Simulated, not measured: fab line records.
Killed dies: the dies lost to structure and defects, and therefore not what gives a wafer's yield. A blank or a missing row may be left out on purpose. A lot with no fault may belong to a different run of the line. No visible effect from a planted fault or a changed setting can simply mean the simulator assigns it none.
Which tool did it?    flow nandHarc    Sampling: 13 lots, 39 wafers, 6 of 1302 route steps

## WHAT EACH GAUGE READ, for each wafer
NHARC_A_ONON_D2_THK_MEAS_02: measures by ellipsometry.
lot   measured      on            thkNm (nm)
L486  day 13 03:08  filmMetro-01  1004 1006 1004
L488  day 13 14:46  filmMetro-02  997 997 995
L490  day 14 06:32  filmMetro-02  999 1000 1000
L492  day 15 17:10  filmMetro-01  1003 1001 1000
L493  day 16 00:39  filmMetro-02  996 998 996
L494  day 16 00:38  filmMetro-01  1012 1013 1013
L495  day 17 01:41  filmMetro-01  990 991 989
L499  day 18 17:33  filmMetro-01  972 973 971
L498  day 18 17:36  filmMetro-02  999 999 999
L500  day 19 02:32  filmMetro-02  1005 1006 1005
L506  day 21 08:08  filmMetro-01  1003 1002 1003
L507  day 22 00:35  filmMetro-01  1011 1011 1012
L508  day 22 00:25  filmMetro-02  1006 1006 1008

NHARC_A_ONON_D2_THK_MEAS_11: measures by ellipsometry.
lot   measured      on            thkNm (nm)
L486  day 13 04:49  filmMetro-02  999 999 999
L488  day 13 16:28  filmMetro-01  1002 1003 1004
L490  day 14 08:14  filmMetro-01  997 997 998
L492  day 15 18:52  filmMetro-02  997 998 998
L493  day 16 02:22  filmMetro-02  996 996 998
L494  day 16 02:20  filmMetro-01  1008 1008 1008
L495  day 17 03:23  filmMetro-01  1000 1002 1001
L499  day 18 19:14  filmMetro-01  1007 1008 1008
L498  day 18 19:17  filmMetro-02  1006 1537 1006
L500  day 19 04:14  filmMetro-02  991 991 993
L506  day 21 09:50  filmMetro-01  995 996 995
L507  day 22 02:17  filmMetro-02  1004 1001 1001
L508  day 22 02:07  filmMetro-01  1000 999 998

NHARC_END_SORT_01.
lot   measured      on         killedAtArray  killedAtOther  killedAtPeriphery  killedDies  killedOpen  killedShort
L498  day 30 06:06  prober-02  89 669 97      0 2 0          4 6 0              93 677 97   5 9 3       1 0 1

## EACH LOT AND THE TOOL THAT RAN IT (in order: tool; ch and the chambers of the sampled wafers; start)
lot   NHARC_A_CHANNEL_FILL_D1_STRIP_28   NHARC_A_ONON_D2_DEP_09           NHARC_A_CHANNEL_HOLE_D2_DEP_00
L486  rieDiel-12 ch 0,1,2, day 10 13:42  pecvdOnon-01 ch 0, day 13 04:22  aclDep-01 ch 0, day 13 16:36
L488  rieDiel-05 ch 0,1,2, day 11 02:53  pecvdOnon-04 ch 0, day 13 15:57  aclDep-02 ch 0, day 14 04:18
L490  rieDiel-03 ch 0,1,2, day 11 18:38  pecvdOnon-03 ch 0, day 14 07:44  aclDep-03 ch 0, day 14 17:07
L492  rieDiel-12 ch 0,3, day 13 02:38    pecvdOnon-01 ch 0, day 15 18:28  aclDep-01 ch 0, day 16 06:21
L493  rieDiel-12 ch 2,3, day 13 11:22    pecvdOnon-03 ch 0, day 16 01:54  aclDep-02 ch 0, day 16 17:14
L494  rieDiel-05 ch 1,2,3, day 13 11:22  pecvdOnon-04 ch 0, day 16 01:53  aclDep-03 ch 0, day 16 15:37
L495  rieDiel-03 ch 0,2, day 14 16:35    pecvdOnon-01 ch 0, day 17 02:52  aclDep-02 ch 0, day 17 16:03
L499  rieDiel-03 ch 0,1,3, day 16 01:58  pecvdOnon-03 ch 0, day 18 18:44  aclDep-02 ch 0, day 19 07:48
L498  rieDiel-05 ch 0,1,3, day 16 01:58  pecvdOnon-04 ch 0, day 18 18:50  aclDep-01 ch 0, day 19 08:52
L500  rieDiel-05 ch 1,2,3, day 16 12:56  pecvdOnon-03 ch 0, day 19 03:47  aclDep-03 ch 0, day 19 16:22
L506  rieDiel-05 ch 0,1,2, day 18 16:14  pecvdOnon-01 ch 0, day 21 09:30  aclDep-03 ch 0, day 21 21:59
L507  rieDiel-12 ch 1,2,3, day 18 23:31  pecvdOnon-01 ch 0, day 22 01:53  aclDep-01 ch 0, day 22 15:50
L508  rieDiel-05 ch 0,3, day 19 09:28    pecvdOnon-04 ch 0, day 22 01:37  aclDep-02 ch 0, day 22 13:17
- NHARC_A_CHANNEL_FILL_D1_STRIP_28: strips in O2, time 20 s.
- NHARC_A_ONON_D2_DEP_09: target thk 1000 nm.
- NHARC_A_CHANNEL_HOLE_D2_DEP_00: deposits aC, target thk 3100 nm.

## WHAT THE TOOLS THEMSELVES READ (means of the sampled wafers that have a number; where no wafer has one, the mark that the record gives instead)
NHARC_A_CHANNEL_FILL_D1_STRIP_28.
lot   tool        drypumpMotorCurrentA (A)  oesProductAu (a.u.)  rfVppV (V)  showerheadPlenumPTorr (Torr)  throttleValvePct (%)
L486  rieDiel-12  5.5                       0.995                58.0        3.55                          17.029
L488  rieDiel-05  5.4                       0.997                58.2        3.53                          17.038
L490  rieDiel-03  6.2                       1.009                56.9        3.48                          17.031
L492  rieDiel-12  5.6                       1.014                58.1        3.35                          17.035
L493  rieDiel-12  5.7                       0.994                58.4        3.44                          17.032
L494  rieDiel-05  5.2                       0.996                57.0        3.51                          17.030
L495  rieDiel-03  6.1                       1.010                57.8        3.39                          17.037
L499  rieDiel-03  6.1                       1.014                57.9        3.48                          17.035
L498  rieDiel-05  5.2                       1.002                57.5        3.43                          17.044
L500  rieDiel-05  5.2                       0.993                57.8        3.51                          17.038
L506  rieDiel-05  5.4                       1.002                58.0        3.52                          17.030
L507  rieDiel-12  5.6                       1.002                57.8        3.54                          17.033
L508  rieDiel-05  5.2                       0.998                58.3        3.42                          17.033

NHARC_A_CHANNEL_HOLE_D2_DEP_00.
lot   tool       throttleValvePct (%)
L486  aclDep-01  34.995
L488  aclDep-02  35.000
L490  aclDep-03  35.001
L492  aclDep-01  35.003
L493  aclDep-02  35.008
L494  aclDep-03  35.001
L495  aclDep-02  34.996
L499  aclDep-02  35.006
L498  aclDep-01  34.990
L500  aclDep-03  35.002
L506  aclDep-03  35.003
L507  aclDep-01  35.002
L508  aclDep-02  35.002

## THE ANSWER, worked out from the rows above alone
Rule: the usual values come from the lots themselves. Put in order of their means at a reading, lots are off if they are a third of the lots or fewer, leave a main group of 4 or more, and stand apart from it by a gap of 3 or more times the standard deviation of the main group's means; of several such gaps the widest counts. Not used: any main group whose means are identical at the precision the tables above print for the reading. A lot without any number at a reading at which 4 lots or more have one is off too. Where the step has rows for the other lots, those lots are counted as sound. The gauges are gone through in route order, then the tools' own readings, and for those a lot's mean is taken as printed above. The first step at which some lot is off is used, and at that step the reading that is off furthest; a lot without a number counts as furthest.
Off: L498, at NHARC_A_ONON_D2_THK_MEAS_11 (thkNm). The main group has a mean of 1000 nm with a standard deviation of 4.6.
A tool fits if, at a process step before that reading, it ran every lot that is off, and no sound lot after the first of them. Those tools and the gauges at NHARC_A_ONON_D2_THK_MEAS_11 are tried in the same way. Of those tried, none fits.

## WHAT THE SIMULATOR PUT IN
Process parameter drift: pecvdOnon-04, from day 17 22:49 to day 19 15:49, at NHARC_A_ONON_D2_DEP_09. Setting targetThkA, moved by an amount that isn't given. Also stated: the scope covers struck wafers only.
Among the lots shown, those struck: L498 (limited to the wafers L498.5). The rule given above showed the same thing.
